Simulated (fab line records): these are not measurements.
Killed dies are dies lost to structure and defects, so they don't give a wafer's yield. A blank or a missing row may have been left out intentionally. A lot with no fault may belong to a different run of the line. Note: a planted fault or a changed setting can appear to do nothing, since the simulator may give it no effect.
fab line records    flow n5-finfet
[record] lots = 24  wafers = 72  last-day = 19
route steps=1938 shown MOL_CONTACT_COAG@624 BEOL_M0_SAQP@632 BEOL_M0@735
lots that met no fault: from a run of the same line without faults
start-h: start of the lot's first displayed wafer, in hours after the record's first day    wait-h: hours since the lot's step before    " same as the row above    L1.1+2: one row covering several wafers at once    - either no value or no given start    * or withheld: withheld    < > ~ a bound
route shown NAME@n: NAME is a module with steps in the file, n the number in the route of the first one    usual: the fault-free wafers' mean and standard deviation    same: alike in all rows    chamber/n: place in a boat    sites: each site's reading    _std_site: the values' standard deviation    _edge_site: outer sites' mean less inner sites'    radius-mm: how far each site lies from the wafer's centre    mask NAME#n: copy n    behind: the tool/chamber that last shaped the wafer    hold: reason for holding the lot/hours on hold/outcome of the hold    device: transistor that didn't switch, given as n, p or np    end of line: at the end of the route, the tests of the same wafers    step lacking rows: just its recipe    killed: at the first sort, the dies lost to defects and structure; wafer yield is something else    map: shows each die of a wafer: x if killed, . if not, _ if none is there
set.NAME: the setting as run; set.NAME@STEP: as run at that earlier step    model.NAME: the simulator's own value behind a step, which no gauge read
steps of the route over a sample of lots; a table a step, a row a wafer
services: a tool's chamber out of use, with start hour (start-h, from the record's first day; less than 0 if before it), hours out, and reason
[[steps]]
[step N5_MOL_CONTACT_COAG_CVD_140]
[recipe] material = W  target-thk-a = 665  mode = selective-fill  temp-c = 300  time-s = 215
[usual] heater-power-w = 474/29
lot.wafer  tool      chamber  start-h  wait-h  heater-power-w
L074.1     cvd-w-02  1        103.70   0.1     445
L074.3     "         0        "        "       458
L074.6     "         1        "        "       443
L075.2     cvd-w-02  1        117.66   0.1     444
L075.4     "         0        "        "       456
L075.6     "         0        "        "       461
L076.1     cvd-w-02  1        119.49   0.1     446
L076.4     "         0        "        "       467
L076.5     "         1        "        "       448
L077.1     cvd-w-01  1        120.05   0.1     517
L077.4     "         0        "        "       479
L077.5     "         0        "        "       485
L078.1     cvd-w-01  1        125.98   0.1     532
L078.3     "         1        "        "       527
L078.4     "         0        "        "       495
L079.1     cvd-w-02  0        135.53   0.1     456
L079.4     "         1        "        "       447
L079.6     "         1        "        "       442
L080.1     cvd-w-01  1        139.85   0.1     538
L080.4     "         0        "        "       475
L080.6     "         1        "        "       530
L081.1     cvd-w-01  0        147.77   0.1     491
L081.3     "         0        "        "       481
L081.4     "         1        "        "       526
L082.3     cvd-w-02  1        158.10   0.1     446
L082.4     "         0        "        "       462
L082.6     "         1        "        "       461
L083.2     cvd-w-01  1        159.78   0.1     540
L083.4     "         0        "        "       485
L083.6     "         1        "        "       534
L084.1     cvd-w-02  0        166.32   0.1     457
L084.4     "         1        "        "       465
L084.6     "         1        "        "       445
L085.2     cvd-w-02  0        178.40   0.1     460
L085.3     "         1        "        "       459
L085.4     "         0        "        "       471
L086.1     cvd-w-02  1        183.08   0.1     449
L086.5     "         1        "        "       443
L086.6     "         0        "        "       474
L087.1     cvd-w-01  1        187.63   0.1     529
L087.2     "         0        "        "       494
L087.5     "         0        "        "       467
L088.1     cvd-w-01  0        191.90   0.1     474
L088.3     "         0        "        "       483
L088.6     "         0        "        "       494
L089.2     cvd-w-02  1        194.89   0.2     445
L089.3     "         1        "        "       458
L089.6     "         1        "        "       452
L090.3     cvd-w-02  0        202.05   0.1     461
L090.4     "         1        "        "       449
L090.5     "         1        "        "       445
L091.1     cvd-w-01  0        202.79   0.1     480
L091.2     "         1        "        "       532
L091.6     "         1        "        "       536
L092.1     cvd-w-02  1        212.87   0.1     445
L092.2     "         0        "        "       464
L092.6     "         1        "        "       458
L093.1     cvd-w-02  1        219.17   0.1     455
L093.4     "         1        "        "       459
L093.6     "         1        "        "       446
L094.1     cvd-w-02  0        224.68   0.1     477
L094.2     "         1        "        "       443
L094.5     "         0        "        "       465
L095.2     cvd-w-02  1        229.65   0.1     464
L095.5     "         1        "        "       455
L095.6     "         0        "        "       468
L096.2     cvd-w-02  0        240.82   0.1     473
L096.4     "         0        "        "       461
L096.5     "         1        "        "       453
L097.2     cvd-w-02  0        241.93   0.1     461
L097.3     "         1        "        "       450
L097.6     "         1        "        "       447
[step N5_BEOL_M0_SAQP_PECVD_00]
[recipe] material = SiCN  target-thk-a = 80  temp-c = withheld  precursor = 3MS/NH3  pressure-torr = 3  rf-w = 202  time-s = 14
[usual] showerhead-plenum-p-Torr = 3.674/0.019  throttle-valve-pct = 9.0/0.57
lot.wafer  tool      chamber  start-h  wait-h  showerhead-plenum-p-Torr  throttle-valve-pct
L074.1     pecvd-01  0        108.95   0.2     3.667                     8.7
L074.3     "         1        "        "       3.704                     9.8
L074.6     "         2        "        "       3.677                     8.6
L075.2     pecvd-02  0        121.68   0.2     3.678                     9.3
L075.4     "         2        "        "       3.675                     9.0
L075.6     "         0        "        "       3.667                     9.4
L076.1     pecvd-01  1        124.68   0.2     3.691                     10.1
L076.4     "         0        "        "       3.681                     8.5
L076.5     "         2        "        "       3.692                     8.3
L077.1     pecvd-02  0        124.68   0.2     3.676                     9.4
L077.4     "         0        "        "       3.662                     9.5
L077.5     "         2        "        "       3.674                     9.3
L078.1     pecvd-01  2        129.98   0.2     3.676                     8.2
L078.3     "         1        "        "       3.713                     10.2
L078.4     "         2        "        "       3.677                     8.1
L079.1     pecvd-04  1        139.58   0.2     3.638                     8.6
L079.4     "         0        "        "       3.671                     9.4
L079.6     "         1        "        "       3.653                     8.7
L080.1     pecvd-01  0        143.85   0.2     3.671                     8.4
L080.4     "         0        "        "       3.671                     8.8
L080.6     "         1        "        "       3.708                     9.7
L081.1     pecvd-01  0        151.77   0.2     3.672                     8.6
L081.3     "         1        "        "       3.706                     10.0
L081.4     "         1        "        "       3.705                     10.1
L082.3     pecvd-04  2        162.02   0.1     3.692                     8.7
L082.4     "         2        "        "       3.686                     8.6
L082.6     "         1        "        "       3.636                     8.5
L083.2     pecvd-04  1        165.03   0.2     3.653                     8.4
L083.4     "         2        "        "       3.672                     8.4
L083.6     "         0        "        "       3.675                     9.2
L084.1     pecvd-01  0        170.31   0.2     3.666                     8.6
L084.4     "         1        "        "       3.698                     10.0
L084.6     "         2        "        "       3.683                     8.5
L085.2     pecvd-02  2        182.40   0.2     3.688                     9.1
L085.3     "         1        "        "       3.647                     8.8
L085.4     "         2        "        "       3.678                     9.1
L086.1     pecvd-01  2        187.08   0.2     3.692                     8.4
L086.5     "         0        "        "       3.658                     8.5
L086.6     "         2        "        "       3.676                     8.4
L087.1     pecvd-04  1        191.64   0.2     3.646                     8.6
L087.2     "         2        "        "       3.671                     8.7
L087.5     "         0        "        "       3.673                     9.4
L088.1     pecvd-01  0        195.91   0.2     3.669                     8.8
L088.3     "         1        "        "       3.702                     10.0
L088.6     "         2        "        "       3.678                     8.5
L089.2     pecvd-04  0        199.05   0.2     3.680                     9.6
L089.3     "         2        "        "       3.675                     8.8
L089.6     "         1        "        "       3.652                     8.8
L090.3     pecvd-04  0        206.00   0.1     3.673                     9.4
L090.4     "         0        "        "       3.667                     9.2
L090.5     "         2        "        "       3.679                     8.6
L091.1     pecvd-01  0        208.99   0.2     3.670                     8.5
L091.2     "         1        "        "       3.704                     10.3
L091.6     "         0        "        "       3.674                     8.6
L092.1     pecvd-01  0        217.11   0.2     3.680                     8.9
L092.2     "         1        "        "       3.696                     10.0
L092.6     "         1        "        "       3.703                     10.0
L093.1     pecvd-02  0        223.19   0.2     3.684                     9.3
L093.4     "         2        "        "       3.673                     9.2
L093.6     "         0        "        "       3.682                     9.4
L094.1     pecvd-04  1        228.77   0.3     3.644                     8.6
L094.2     "         0        "        "       3.681                     9.5
L094.5     "         0        "        "       3.669                     9.5
L095.2     pecvd-04  0        233.65   0.2     3.678                     9.2
L095.5     "         0        "        "       3.680                     9.4
L095.6     "         1        "        "       3.645                     8.7
L096.2     pecvd-04  0        244.82   0.2     3.676                     9.2
L096.4     "         0        "        "       3.678                     9.5
L096.5     "         2        "        "       3.684                     9.0
L097.2     pecvd-02  0        247.82   0.2     3.671                     9.3
L097.3     "         1        "        "       3.631                     8.4
L097.6     "         2        "        "       3.680                     9.1
[step N5_BEOL_M0_SAQP_SPACER2_ETCHBACK_27]
[recipe] chemistry = CHF3/O2  mode = anisotropic-etchback  target = SiO2  target-depth-a = 225  time-s = 11.25  pressure-mtorr = 30  source-w = 650  bias-w = 170  Ar_flow_sccm = 200  CHF3_flow_sccm = 50  O2_flow_sccm = 5  ion-energy-ev = 200
[usual] O2_flow_sccm = 4.999/0.016  drypump-motor-current-A = 5.7/0.46  oes_o_777_au = 0.78/0.082  oes-product-au = 0.78/0.09  rf-vpp-V = 527/7.5  showerhead-plenum-p-Torr = 2.42/0.09  throttle-valve-pct = 18.99/0.26
lot.wafer  tool         chamber  start-h  wait-h  O2_flow_sccm  drypump-motor-current-A  oes_o_777_au  oes-product-au  rf-hours-counter-h  rf-vpp-V  showerhead-plenum-p-Torr  throttle-valve-pct
L074.1     rie-diel-05  2        114.96   0.3     4.978         6.0                      0.77          0.78            121                 519       2.52                      19.32
L074.3     "            3        "        "       4.987         5.1                      0.76          0.73            183                 527       2.39                      18.58
L074.6     "            2        "        "       4.999         6.0                      0.77          0.78            -                   519       2.52                      19.32
L075.2     rie-diel-05  1        126.68   0.3     5.011         5.6                      0.70          0.69            206                 527       2.49                      18.94
L075.4     "            2        "        "       4.995         6.0                      0.77          0.77            124                 518       2.52                      19.30
L075.6     "            1        "        "       4.996         5.6                      0.70          0.69            -                   526       2.49                      18.92
L077.1     rie-diel-02  2        130.36   0.3     5.010         5.3                      0.82          0.83            101                 539       2.34                      18.92
L077.4     "            1        "        "       4.971         6.5                      0.91          0.94            10                  541       2.55                      18.67
L077.5     "            2        "        "       5.009         5.3                      0.82          0.82            -                   539       2.34                      18.92
L076.1     rie-diel-06  3        130.63   0.3     5.015         6.0                      0.71          0.73            184                 541       2.31                      19.18
L076.4     "            3        "        "       5.002         6.0                      0.71          0.72            -                   542       2.31                      19.19
L076.5     "            0        "        "       5.015         5.3                      0.80          0.80            -                   520       2.23                      19.09
L078.1     rie-diel-06  2        136.90   0.3     5.002         6.1                      0.97          0.99            1                   533       2.46                      18.93
L078.3     "            1        "        "       4.999         6.5                      0.77          0.77            162                 521       2.40                      19.24
L078.4     "            0        "        "       4.985         5.3                      0.80          0.80            109                 521       2.23                      19.09
L079.1     rie-diel-02  0        145.52   0.3     4.998         6.2                      0.69          0.70            238                 524       2.48                      18.76
L079.4     "            2        "        "       4.976         5.3                      0.81          0.83            105                 540       2.34                      18.92
L079.6     "            0        "        "       5.000         6.1                      0.70          0.70            -                   523       2.48                      18.74
L080.1     rie-diel-05  3        149.08   0.3     5.030         5.2                      0.75          0.73            192                 529       2.39                      18.58
L080.4     "            2        "        "       4.993         6.0                      0.77          0.77            130                 520       2.52                      19.34
L080.6     "            0        "        "       4.984         5.8                      0.70          0.70            -                   524       2.38                      19.16
L081.1     rie-diel-05  2        156.08   0.3     5.029         6.0                      0.77          0.78            131                 519       2.52                      19.32
L081.3     "            1        "        "       5.008         5.6                      0.70          0.69            214                 527       2.49                      18.95
L081.4     "            3        "        "       5.012         5.1                      0.74          0.74            193                 528       2.39                      18.59
L082.3     rie-diel-06  2        166.12   0.3     4.983         6.1                      0.95          0.95            7                   531       2.45                      18.94
L082.4     "            0        "        "       5.009         5.3                      0.79          0.79            117                 521       2.22                      19.09
L082.6     "            0        "        "       4.989         5.2                      0.78          0.78            -                   521       2.22                      19.09
L083.2     rie-diel-05  3        170.88   0.3     4.985         5.1                      0.75          0.72            196                 527       2.38                      18.60
L083.4     "            2        "        "       5.004         6.0                      0.76          0.77            134                 519       2.52                      19.34
L083.6     "            3        "        "       4.974         5.2                      0.75          0.72            -                   527       2.38                      18.60
L084.1     rie-diel-06  0        177.55   0.5     4.992         5.2                      0.79          0.79            119                 520       2.22                      19.10
L084.4     "            0        "        "       4.978         5.2                      0.79          0.78            -                   521       2.22                      19.10
L084.6     "            2        "        "       5.002         6.1                      0.93          0.93            -                   532       2.45                      18.93
L085.2     rie-diel-05  2        188.29   0.3     4.996         6.0                      0.76          0.76            139                 519       2.52                      19.34
L085.3     "            3        "        "       4.998         5.2                      0.74          0.72            201                 528       2.38                      18.60
L085.4     "            2        "        "       4.984         6.0                      0.76          0.76            -                   519       2.51                      19.34
L086.1     rie-diel-05  3        193.06   0.3     5.019         5.1                      0.74          0.71            204                 527       2.38                      18.61
L086.5     "            2        "        "       5.010         6.0                      0.76          0.76            -                   518       2.51                      19.36
L086.6     "            3        "        "       4.998         5.2                      0.74          0.72            -                   528       2.38                      18.61
L087.1     rie-diel-02  1        197.40   0.5     4.990         6.6                      0.88          0.89            26                  542       2.55                      18.70
L087.2     "            3        "        "       5.002         5.3                      0.89          0.90            41                  525       2.45                      19.14
L087.5     "            2        "        "       5.008         5.3                      0.80          0.81            -                   539       2.33                      18.94
L088.1     rie-diel-02  2        200.48   0.3     5.016         5.3                      0.81          0.81            119                 539       2.33                      18.94
L088.3     "            3        "        "       4.973         5.2                      0.88          0.89            42                  525       2.45                      19.16
L088.6     "            2        "        "       5.006         5.3                      0.80          0.81            -                   539       2.33                      18.94
L089.2     rie-diel-05  3        204.89   0.3     4.985         5.2                      0.74          0.71            210                 529       2.38                      18.62
L089.3     "            2        "        "       5.001         6.0                      0.75          0.76            147                 520       2.51                      19.35
L089.6     "            2        "        "       5.003         6.0                      0.76          0.76            -                   519       2.51                      19.37
L090.3     rie-diel-06  1        210.92   0.3     5.032         6.5                      0.76          0.75            181                 519       2.40                      19.27
L090.4     "            0        "        "       4.977         5.3                      0.77          0.77            -                   521       2.22                      19.12
L090.5     "            1        "        "       5.018         6.5                      0.76          0.75            -                   522       2.40                      19.28
L091.1     rie-diel-02  2        213.84   0.3     5.029         5.3                      0.80          0.80            125                 541       2.33                      18.96
L091.2     "            1        "        "       4.978         6.6                      0.86          0.88            34                  542       2.54                      18.70
L091.6     "            1        "        "       5.002         6.6                      0.87          0.88            -                   542       2.54                      18.71
L092.1     rie-diel-05  0        222.45   0.3     4.974         5.8                      0.95          0.96            6                   523       2.38                      18.80
L092.2     "            2        "        "       4.989         6.0                      0.75          0.75            152                 518       2.51                      19.35
L092.6     "            0        "        "       4.982         5.8                      0.95          0.96            -                   524       2.38                      18.83
L093.1     rie-diel-02  3        228.84   0.3     4.987         5.2                      0.87          0.89            55                  526       2.44                      19.18
L093.4     "            0        "        "       5.001         6.2                      0.95          0.98            2                   525       2.48                      18.32
L093.6     "            1        "        "       4.992         6.6                      0.86          0.87            -                   542       2.54                      18.72
L094.1     rie-diel-05  3        238.12   0.3     5.017         5.1                      0.73          0.70            220                 527       2.38                      18.64
L094.2     "            1        "        "       5.004         5.6                      0.68          0.67            242                 526       2.48                      18.99
L094.5     "            1        "        "       4.982         5.6                      0.68          0.66            -                   527       2.47                      19.00
L095.2     rie-diel-05  0        240.41   0.3     4.975         5.8                      0.92          0.95            12                  523       2.37                      18.82
L095.5     "            2        "        "       4.976         6.0                      0.74          0.76            -                   519       2.51                      19.39
L095.6     "            3        "        "       4.996         5.1                      0.73          0.71            -                   527       2.38                      18.62
L096.2     rie-diel-06  3        249.76   0.3     5.005         6.0                      0.69          0.68            220                 542       2.30                      19.25
L096.4     "            1        "        "       5.000         6.5                      0.75          0.74            194                 521       2.39                      19.29
L096.5     "            3        "        "       4.996         6.0                      0.69          0.69            -                   541       2.30                      19.24
L097.2     rie-diel-05  1        252.51   0.3     4.989         5.7                      0.68          0.66            246                 525       2.47                      18.99
L097.3     "            2        "        "       5.032         6.0                      0.74          0.74            162                 518       2.51                      19.40
L097.6     "            2        "        "       5.024         6.0                      0.74          0.75            -                   519       2.51                      19.37
[step N5_BEOL_M0_SAQP_CD_MEAS_40]
[recipe] target-cd-nm = 30  landing-energy-ev = 500  detector = se-inlens
[usual] cd-nm = 29.86/0.27
lot.wafer  tool       chamber  start-h  wait-h  cd-nm
L074.1     cd-sem-02  0        115.59   -       30.20
L074.3     "          0        "        "       29.81
L074.6     "          0        "        "       30.03
L075.2     cd-sem-03  0        127.19   -       29.91
L075.4     "          0        "        "       30.15
L075.6     "          0        "        "       29.76
L077.1     cd-sem-03  0        130.99   -       29.68
L077.4     "          0        "        "       29.76
L077.5     "          0        "        "       29.77
L076.1     cd-sem-02  0        131.26   -       29.98
L076.4     "          0        "        "       30.29
L076.5     "          0        "        "       29.69
L078.1     cd-sem-03  0        137.54   -       29.95
L078.3     "          0        "        "       29.76
L078.4     "          0        "        "       29.75
L079.1     cd-sem-02  0        146.02   -       30.34
L079.4     "          0        "        "       29.60
L079.6     "          0        "        "       30.07
L080.1     cd-sem-01  0        149.59   -       30.18
L080.4     "          0        "        "       30.17
L080.6     "          0        "        "       30.31
L081.1     cd-sem-02  0        156.59   -       30.00
L081.3     "          0        "        "       30.27
L081.4     "          0        "        "       29.41
L082.3     cd-sem-03  0        166.63   -       29.89
L082.4     "          0        "        "       29.76
L082.6     "          0        "        "       29.49
L083.2     cd-sem-01  0        171.52   -       30.05
L083.4     "          0        "        "       30.05
L083.6     "          0        "        "       29.97
L084.1     cd-sem-03  0        178.18   -       30.09
L084.4     "          0        "        "       29.97
L084.6     "          0        "        "       30.25
L085.2     cd-sem-02  0        188.93   -       30.04
L085.3     "          0        "        "       29.84
L085.4     "          0        "        "       29.70
L086.1     cd-sem-02  0        193.60   -       29.75
L086.5     "          0        "        "       29.54
L086.6     "          0        "        "       29.64
L087.1     cd-sem-03  0        198.03   -       29.48
L087.2     "          0        "        "       29.49
L087.5     "          0        "        "       29.14
L088.1     cd-sem-02  0        201.11   -       29.80
L088.3     "          0        "        "       29.89
L088.6     "          0        "        "       29.49
L089.2     cd-sem-03  0        205.52   -       29.82
L089.3     "          0        "        "       30.10
L089.6     "          0        "        "       29.48
L090.3     cd-sem-03  0        211.56   -       30.04
L090.4     "          0        "        "       30.03
L090.5     "          0        "        "       29.88
L091.1     cd-sem-03  0        214.34   -       29.88
L091.2     "          0        "        "       29.74
L091.6     "          0        "        "       29.74
L092.1     cd-sem-03  0        222.95   -       29.71
L092.2     "          0        "        "       29.60
L092.6     "          0        "        "       29.92
L093.1     cd-sem-03  0        229.34   -       29.71
L093.4     "          0        "        "       29.64
L093.6     "          0        "        "       29.80
L094.1     cd-sem-03  0        238.63   -       29.59
L094.2     "          0        "        "       29.68
L094.5     "          0        "        "       29.87
L095.2     cd-sem-02  0        241.04   -       29.87
L095.5     "          0        "        "       29.90
L095.6     "          0        "        "       29.66
L096.2     cd-sem-03  0        250.39   -       30.11
L096.4     "          0        "        "       29.87
L096.5     "          0        "        "       29.73
L097.2     cd-sem-01  0        253.02   -       30.03
L097.3     "          0        "        "       29.43
L097.6     "          0        "        "       29.70
[step N5_BEOL_M0_ANNEAL_117]
[recipe] temp-c = 400  time-s = 60  ambient = vacuum
[usual] heater-power-w = 775/93
lot.wafer  tool            chamber  start-h  wait-h  heater-power-w
L074.1     pvd-sputter-03  -        120.02   0.0     705
L074.3     "               -        "        "       661
L074.6     "               -        "        "       875
L075.2     pvd-sputter-03  -        134.19   0.0     665
L075.4     "               -        "        "       697
L075.6     "               -        "        "       710
L077.1     pvd-sputter-01  -        135.95   0.0     894
L077.4     "               -        "        "       725
L077.5     "               -        "        "       885
L076.1     pvd-sputter-01  -        139.67   0.0     793
L076.4     "               -        "        "       864
L076.5     "               -        "        "       876
L078.1     pvd-sputter-03  -        143.55   0.0     855
L078.3     "               -        "        "       726
L078.4     "               -        "        "       688
L079.1     pvd-sputter-01  -        153.85   0.0     880
L079.4     "               -        "        "       786
L079.6     "               -        "        "       870
L080.1     pvd-sputter-03  -        155.15   0.0     874
L080.4     "               -        "        "       858
L080.6     "               -        "        "       719
L081.1     pvd-sputter-02  -        162.45   0.0     823
L081.3     "               -        "        "       944
L081.4     "               -        "        "       692
L082.3     pvd-sputter-03  -        173.00   0.0     852
L082.4     "               -        "        "       867
L082.6     "               -        "        "       663
L083.2     pvd-sputter-03  -        179.80   0.0     686
L083.4     "               -        "        "       838
L083.6     "               -        "        "       709
L084.1     pvd-sputter-01  -        183.74   0.0     791
L084.4     "               -        "        "       880
L084.6     "               -        "        "       888
L085.2     pvd-sputter-03  -        194.24   0.0     883
L085.3     "               -        "        "       701
L085.4     "               -        "        "       705
L086.1     pvd-sputter-03  -        199.26   0.0     869
L086.5     "               -        "        "       719
L086.6     "               -        "        "       685
L087.1     pvd-sputter-01  -        203.19   0.0     891
L087.2     "               -        "        "       722
L087.5     "               -        "        "       721
L088.1     pvd-sputter-02  -        208.70   0.0     691
L088.3     "               -        "        "       711
L088.6     "               -        "        "       824
L089.2     pvd-sputter-01  -        211.49   0.0     780
L089.3     "               -        "        "       869
L089.6     "               -        "        "       807
L090.3     pvd-sputter-03  -        220.19   0.0     692
L090.4     "               -        "        "       696
L090.5     "               -        "        "       676
L091.1     pvd-sputter-02  -        221.50   0.0     698
L091.2     "               -        "        "       814
L091.6     "               -        "        "       685
L092.1     pvd-sputter-03  -        229.82   0.0     736
L092.2     "               -        "        "       875
L092.6     "               -        "        "       691
L093.1     pvd-sputter-01  -        234.53   0.0     861
L093.4     "               -        "        "       761
L093.6     "               -        "        "       739
L094.1     pvd-sputter-03  -        244.55   0.0     729
L094.2     "               -        "        "       867
L094.5     "               -        "        "       712
L095.2     pvd-sputter-02  -        249.19   0.0     806
L095.5     "               -        "        "       694
L095.6     "               -        "        "       974
L096.2     pvd-sputter-02  -        262.12   0.0     716
L096.4     "               -        "        "       939
L096.5     "               -        "        "       703
L097.2     pvd-sputter-02  -        262.76   0.0     815
L097.3     "               -        "        "       715
L097.6     "               -        "        "       963
[step N5_BEOL_M0_ANNEAL_135]
[recipe] temp-c = 400  time-s = 60  ambient = vacuum
[usual] heater-power-w = 774/94
lot.wafer  tool            chamber  start-h  wait-h  heater-power-w
L074.1     pvd-sputter-03  -        120.26   0.0     719
L074.3     "               -        "        "       660
L074.6     "               -        "        "       873
L075.2     pvd-sputter-03  -        134.43   0.0     652
L075.4     "               -        "        "       686
L075.6     "               -        "        "       708
L077.1     pvd-sputter-01  -        136.19   0.0     888
L077.4     "               -        "        "       732
L077.5     "               -        "        "       899
L076.1     pvd-sputter-01  -        139.91   0.0     802
L076.4     "               -        "        "       869
L076.5     "               -        "        "       855
L078.1     pvd-sputter-03  -        143.79   0.0     843
L078.3     "               -        "        "       730
L078.4     "               -        "        "       692
L079.1     pvd-sputter-01  -        154.09   0.0     874
L079.4     "               -        "        "       798
L079.6     "               -        "        "       877
L080.1     pvd-sputter-03  -        155.39   0.0     871
L080.4     "               -        "        "       847
L080.6     "               -        "        "       704
L081.1     pvd-sputter-02  -        162.69   0.0     797
L081.3     "               -        "        "       963
L081.4     "               -        "        "       711
L082.3     pvd-sputter-03  -        173.24   0.0     862
L082.4     "               -        "        "       869
L082.6     "               -        "        "       654
L083.2     pvd-sputter-03  -        180.04   0.0     690
L083.4     "               -        "        "       849
L083.6     "               -        "        "       729
L084.1     pvd-sputter-01  -        183.98   0.0     786
L084.4     "               -        "        "       881
L084.6     "               -        "        "       867
L085.2     pvd-sputter-03  -        194.48   0.0     891
L085.3     "               -        "        "       689
L085.4     "               -        "        "       708
L086.1     pvd-sputter-03  -        199.50   0.0     863
L086.5     "               -        "        "       703
L086.6     "               -        "        "       692
L087.1     pvd-sputter-01  -        203.43   0.0     876
L087.2     "               -        "        "       737
L087.5     "               -        "        "       728
L088.1     pvd-sputter-02  -        208.94   0.0     702
L088.3     "               -        "        "       722
L088.6     "               -        "        "       810
L089.2     pvd-sputter-01  -        211.73   0.0     797
L089.3     "               -        "        "       888
L089.6     "               -        "        "       773
L090.3     pvd-sputter-03  -        220.43   0.0     689
L090.4     "               -        "        "       690
L090.5     "               -        "        "       672
L091.1     pvd-sputter-02  -        221.74   0.0     692
L091.2     "               -        "        "       813
L091.6     "               -        "        "       721
L092.1     pvd-sputter-03  -        230.06   0.0     716
L092.2     "               -        "        "       867
L092.6     "               -        "        "       671
L093.1     pvd-sputter-01  -        234.77   0.0     895
L093.4     "               -        "        "       732
L093.6     "               -        "        "       744
L094.1     pvd-sputter-03  -        244.79   0.0     731
L094.2     "               -        "        "       846
L094.5     "               -        "        "       715
L095.2     pvd-sputter-02  -        249.43   0.0     836
L095.5     "               -        "        "       733
L095.6     "               -        "        "       956
L096.2     pvd-sputter-02  -        262.36   0.0     705
L096.4     "               -        "        "       928
L096.5     "               -        "        "       683
L097.2     pvd-sputter-02  -        263.00   0.0     810
L097.3     "               -        "        "       706
L097.6     "               -        "        "       975
[[services]]
tool            chamber  start-h  hours  kind
pvd-sputter-03  -        89.04    0.6    repair
cvd-w-01        -        102.18   5.4    repair
rie-diel-06     0        117.80   3.6    repair
cvd-w-02        -        123.85   0.4    repair
pecvd-02        0        125.05   9.5    repair
cvd-w-01        -        133.92   4.0    repair
rie-diel-02     -        145.67   1.1    repair
pecvd-01        -        164.40   1.5    repair
rie-diel-06     3        177.16   1.4    repair
cvd-w-02        -        182.53   0.4    repair
rie-diel-05     0        186.26   -      clean
rie-diel-05     0        186.26   -      consumable-replace:focus-ring
rie-diel-05     0        186.26   17.9   scheduled-down
cvd-w-02        0        191.56   6.3    repair
rie-diel-06     1        192.14   6.6    repair
pecvd-01        -        195.97   1.0    repair
rie-diel-06     3        210.04   5.9    repair
rie-diel-05     -        215.11   2.8    pm
pecvd-01        -        227.82   5.1    repair
pvd-sputter-02  -        228.43   5.9    repair
cvd-w-01        -        230.34   2.2    repair
cvd-w-02        -        237.28   2.8    pm
cvd-w-01        -        240.63   1.6    repair
cvd-w-01        0        256.96   3.2    repair
[[key]]
fault none
